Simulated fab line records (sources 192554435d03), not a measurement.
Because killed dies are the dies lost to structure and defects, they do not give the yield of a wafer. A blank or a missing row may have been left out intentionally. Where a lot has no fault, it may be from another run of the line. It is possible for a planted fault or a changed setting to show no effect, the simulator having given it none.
Lot-split experiment / flow n5_finfet / 21 wafers read across 7 lots, on a route 1938 steps long

== THE SPLIT ITSELF ==
At N5_BEOL_M13_COAT_65 (time 60 s, resist thk 350 nm), the setting spin_rpm was moved away from the recipe's 1500 rpm on 11 of the 21 wafers read, by -11.1% to +9.8%. All remaining wafers had this setting at the recipe value.

Reading taken at the split's own step.

== THE READING ==
SOC_of_BEOL_M13_COAT_65.thk_nm (the simulator's own value, which no gauge read), in nm, at N5_BEOL_M13_COAT_65 (time 60 s, resist thk 350 nm). No usual value for it is given in the file. Average 350.4 nm, standard deviation 0.68 nm, over the 10 wafers here run with the recipe.

wafer=L076.2; tool, chamber at the split=litho_track-03, 0; spin_rpm as run, rpm=1366; against the recipe=-8.9%; SOC_of_BEOL_M13_COAT_65.thk_nm, nm=365.6; against lot-mates on the recipe=+15.4
wafer=L076.4; tool, chamber at the split=litho_track-03, 0; spin_rpm as run, rpm=1500; against the recipe=recipe; SOC_of_BEOL_M13_COAT_65.thk_nm, nm=350.2; against lot-mates on the recipe=-
wafer=L076.6; tool, chamber at the split=litho_track-03, 0; spin_rpm as run, rpm=1366; against the recipe=-8.9%; SOC_of_BEOL_M13_COAT_65.thk_nm, nm=366.6; against lot-mates on the recipe=+16.4
wafer=L075.1; tool, chamber at the split=litho_track-01, 0; spin_rpm as run, rpm=1500; against the recipe=recipe; SOC_of_BEOL_M13_COAT_65.thk_nm, nm=350.4; against lot-mates on the recipe=-
wafer=L075.3; tool, chamber at the split=litho_track-01, 0; spin_rpm as run, rpm=1647; against the recipe=+9.8%; SOC_of_BEOL_M13_COAT_65.thk_nm, nm=335.2; against lot-mates on the recipe=-15.2
wafer=L075.6; tool, chamber at the split=litho_track-01, 0; spin_rpm as run, rpm=1647; against the recipe=+9.8%; SOC_of_BEOL_M13_COAT_65.thk_nm, nm=334.4; against lot-mates on the recipe=-16.0
wafer=L084.2; tool, chamber at the split=litho_track-03, 0; spin_rpm as run, rpm=1500; against the recipe=recipe; SOC_of_BEOL_M13_COAT_65.thk_nm, nm=350.4; against lot-mates on the recipe=-
wafer=L084.5; tool, chamber at the split=litho_track-03, 0; spin_rpm as run, rpm=1500; against the recipe=recipe; SOC_of_BEOL_M13_COAT_65.thk_nm, nm=351.6; against lot-mates on the recipe=-
wafer=L084.6; tool, chamber at the split=litho_track-03, 0; spin_rpm as run, rpm=1559; against the recipe=+3.9%; SOC_of_BEOL_M13_COAT_65.thk_nm, nm=343.6; against lot-mates on the recipe=-7.4
wafer=L085.2; tool, chamber at the split=litho_track-03, 0; spin_rpm as run, rpm=1334; against the recipe=-11.1%; SOC_of_BEOL_M13_COAT_65.thk_nm, nm=372.2; against lot-mates on the recipe=+20.8
wafer=L085.4; tool, chamber at the split=litho_track-03, 0; spin_rpm as run, rpm=1334; against the recipe=-11.1%; SOC_of_BEOL_M13_COAT_65.thk_nm, nm=372.8; against lot-mates on the recipe=+21.4
wafer=L085.6; tool, chamber at the split=litho_track-03, 0; spin_rpm as run, rpm=1500; against the recipe=recipe; SOC_of_BEOL_M13_COAT_65.thk_nm, nm=351.4; against lot-mates on the recipe=-
wafer=L089.3; tool, chamber at the split=litho_track-05, 0; spin_rpm as run, rpm=1500; against the recipe=recipe; SOC_of_BEOL_M13_COAT_65.thk_nm, nm=350.2; against lot-mates on the recipe=-
wafer=L089.5; tool, chamber at the split=litho_track-05, 0; spin_rpm as run, rpm=1500; against the recipe=recipe; SOC_of_BEOL_M13_COAT_65.thk_nm, nm=350.4; against lot-mates on the recipe=-
wafer=L089.6; tool, chamber at the split=litho_track-05, 0; spin_rpm as run, rpm=1500; against the recipe=recipe; SOC_of_BEOL_M13_COAT_65.thk_nm, nm=350.4; against lot-mates on the recipe=-
wafer=L091.2; tool, chamber at the split=litho_track-03, 0; spin_rpm as run, rpm=1500; against the recipe=recipe; SOC_of_BEOL_M13_COAT_65.thk_nm, nm=350; against lot-mates on the recipe=-
wafer=L091.4; tool, chamber at the split=litho_track-03, 0; spin_rpm as run, rpm=1500; against the recipe=recipe; SOC_of_BEOL_M13_COAT_65.thk_nm, nm=349; against lot-mates on the recipe=-
wafer=L091.6; tool, chamber at the split=litho_track-03, 0; spin_rpm as run, rpm=1428; against the recipe=-4.8%; SOC_of_BEOL_M13_COAT_65.thk_nm, nm=357.6; against lot-mates on the recipe=+8.1
wafer=L097.1; tool, chamber at the split=litho_track-03, 0; spin_rpm as run, rpm=1646; against the recipe=+9.7%; SOC_of_BEOL_M13_COAT_65.thk_nm, nm=333.6; against lot-mates on the recipe=no lot-mate on the recipe
wafer=L097.5; tool, chamber at the split=litho_track-03, 0; spin_rpm as run, rpm=1646; against the recipe=+9.7%; SOC_of_BEOL_M13_COAT_65.thk_nm, nm=333.6; against lot-mates on the recipe=no lot-mate on the recipe
wafer=L097.3; tool, chamber at the split=litho_track-03, 0; spin_rpm as run, rpm=1646; against the recipe=+9.7%; SOC_of_BEOL_M13_COAT_65.thk_nm, nm=332.8; against lot-mates on the recipe=no lot-mate on the recipe

THE FIT
A straight line over all 21 wafers: SOC_of_BEOL_M13_COAT_65.thk_nm changes by -1.78 nm for each +1% of spin_rpm; r = -1.00; the points scatter about the line by 1.1 nm.
The same after taking each lot's own level away (the mean of its wafers on the recipe; 18 wafers): -1.76 nm for each +1%; r = -1.00; scatter 0.84 nm.
That fit puts the effect of the largest move of spin_rpm on the reading at 19 nm.
The span of the lots' own levels, 349.50 to 351.40 nm, comes to 2.8 times the standard deviation stated above.
So the lot-to-lot level changes the slope little: the two slopes agree.
Check: for one of the wafers moved furthest among these (-11.1%), held out of the fit, the line's prediction against its lot-mates is +19.5 nm. Against them it came out at +20.8 nm.

== FURTHER SPLITS ON THESE WAFERS ==
Other splits were also applied to these wafers ahead of the reading. Each is held against what the fit with the lots' levels taken away leaves over:
other split on the same wafers=N5_BEOL_M4_EXPOSE_25 dose_mj; wafers away from the commonest value=8; r with SOC_of_BEOL_M13_COAT_65.thk_nm (lot level and that fit taken away)=-0.35
other split on the same wafers=N5_BEOL_M7_ETCH_66 bias_w; wafers away from the commonest value=8; r with SOC_of_BEOL_M13_COAT_65.thk_nm (lot level and that fit taken away)=-0.37
other split on the same wafers=N5_BEOL_M8_ETCH_62 bias_w; wafers away from the commonest value=3; r with SOC_of_BEOL_M13_COAT_65.thk_nm (lot level and that fit taken away)=-0.53
other split on the same wafers=N5_BEOL_M9_EXPOSE_25 dose_mj; wafers away from the commonest value=6; r with SOC_of_BEOL_M13_COAT_65.thk_nm (lot level and that fit taken away)=-0.39
other split on the same wafers=N5_BEOL_M9_ETCH_66 bias_w; wafers away from the commonest value=4; r with SOC_of_BEOL_M13_COAT_65.thk_nm (lot level and that fit taken away)=+0.09
other split on the same wafers=N5_BEOL_M10_ETCH_62 time_s; wafers away from the commonest value=8; r with SOC_of_BEOL_M13_COAT_65.thk_nm (lot level and that fit taken away)=-0.32
other split on the same wafers=N5_BEOL_M10_VIA_ETCH_34 source_w; wafers away from the commonest value=5; r with SOC_of_BEOL_M13_COAT_65.thk_nm (lot level and that fit taken away)=-0.06
other split on the same wafers=N5_BEOL_M10_ETCH_41 source_w; wafers away from the commonest value=6; r with SOC_of_BEOL_M13_COAT_65.thk_nm (lot level and that fit taken away)=-0.13
other split on the same wafers=N5_BEOL_M12_ILD_DEP_00 time_s; wafers away from the commonest value=10; r with SOC_of_BEOL_M13_COAT_65.thk_nm (lot level and that fit taken away)=-0.05

== FILE'S OWN FIT ==
SOC_of_BEOL_M13_COAT_65.thk_nm changes by -1.77 nm for each +1% of spin_rpm, r = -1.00.
